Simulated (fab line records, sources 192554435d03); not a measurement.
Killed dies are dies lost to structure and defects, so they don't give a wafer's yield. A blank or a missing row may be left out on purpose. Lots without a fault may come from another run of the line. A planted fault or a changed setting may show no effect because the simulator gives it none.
Problem report in the 8D (eight disciplines) form, filled by code | flow n5_finfet | the parts of the form that need people (team, actions taken, sign-off) are left out

1. THE PROBLEM
killed_at_M4_up at N5_PASSIVATION_PROBE_49 reads a mean of 105 on 1 wafer of 1 lot; wafers without a fault read 14 with a standard deviation of 6.4. That is +14 standard deviations from the usual mean.
First seen on wafer L630.1, day 14 07:01, on prober-01. The record holds 8 wafers of 4 lots with a number at this step. Rule for "out", or "out of limits": more than 4 standard deviations from the usual mean. The other wafers with a number count as sound.

2. WHAT IT IS AND WHAT IT IS NOT
question                    | is                                                                                                                  | is not
which readings at this step | killed_at_M4_up, defect_limited_yield, killed_dies, killed_on_rim, sort_bin_5_function, sort_n_pass, sort_yield_pct | killed_at_M0_to_M3, killed_at_contacts, killed_at_front_end, killed_at_other, killed_open, killed_short, sort_bin_4_leakage, sort_bin_6_memory, sort_bin_8_speed
which lots                  | L630                                                                                                                | L624, L638, L643
which wafers of those lots  | L630.1                                                                                                              | L630.4, L630.6
read on which tools         | prober-01                                                                                                           | prober-02
when                        | from day 14 07:01                                                                                                   | up to then (1 sound wafer); but 6 sound wafers of L630, L638, L643 came after

3. SUSPECTS, AND WHAT RULES EACH OUT
Counting: a tool at a process step up to the reading stays a suspect if it ran every lot that is out. Sound lots after the first of them don't rule it out here, since some wafers of a struck lot are sound.
- wet_bench-03 at N5_BEOL_M5_PRECLEAN_42 (cleans in residue remover, time 60 s): kept. It ran the lot that is out, L630 (day 10 05:42); its last sound lot up to then is L624 (day 8 17:04).
- rie_diel-04 at N5_PASSIVATION_STRIP_14 (strips in O2): kept. It ran the lot that is out, L630 (day 14 00:21); its last sound lot up to then is L624 (day 12 08:40).
- prober-01 at N5_PASSIVATION_PROBE_49: kept. It ran the lot that is out, L630 (day 14 07:01). Its own readings are out on those wafers: defect_limited_yield, killed_at_M4_up, killed_dies, killed_on_rim, sort_bin_5_function, sort_n_pass, sort_yield_pct.
- Within rie_diel-04 at N5_PASSIVATION_STRIP_14: the wafers that are out ran in chamber 1; their sound lot-mates ran in chamber 2.
Left after counting: wet_bench-03 at N5_BEOL_M5_PRECLEAN_42, rie_diel-04 at N5_PASSIVATION_STRIP_14, prober-01 at N5_PASSIVATION_PROBE_49.

4. THE CAUSE (what the simulator had put in)
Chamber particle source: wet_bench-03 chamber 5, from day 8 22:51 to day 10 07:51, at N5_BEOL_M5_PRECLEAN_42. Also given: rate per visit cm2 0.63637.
Counting left 3 suspects, and this tool is among them.

5. THE CHAIN OF EFFECTS, in route order
Each row: a reading whose mean over the struck wafers that have a number lies more than 3 standard deviations from the usual. Only readings for which the record gives a usual standard deviation are gone through. hours: the time from each lot's start at the first step in this table that gives one to its start at this step, as a median over the lots. sigmas: the change in usual standard deviations.
hours | step                    | reading              | usual  | on struck wafers | change | sigmas
0     | N5_PASSIVATION_PROBE_49 | defect_limited_yield | 91.3 % | 83.8             | -7.5   | -4.4
0     | N5_PASSIVATION_PROBE_49 | killed_at_M4_up      | 14     | 105              | +91    | +14
0     | N5_PASSIVATION_PROBE_49 | killed_dies          | 103    | 191              | +88    | +4.4
0     | N5_PASSIVATION_PROBE_49 | killed_on_rim        | 13     | 30               | +17    | +4.2
0     | N5_PASSIVATION_PROBE_49 | sort_bin_5_function  | 5.1 %  | 9.7              | +4.6   | +4.2
0     | N5_PASSIVATION_PROBE_49 | sort_n_pass          | 1077   | 989              | -88    | -4.2
0     | N5_PASSIVATION_PROBE_49 | sort_yield_pct       | 91.2 % | 83.8             | -7.4   | -4.4
The process steps in it:
- N5_PASSIVATION_PROBE_49

6. WHAT WOULD HAVE CAUGHT IT SOONER
In this record the first reading out of limits was taken at day 14 07:01, 128 hours after the fault began at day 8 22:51.
All the lots that are out (1) had begun N5_BEOL_M5_PRECLEAN_42 on wet_bench-03 by day 14 07:01. A hold on the tool at that time would have spared none of them.
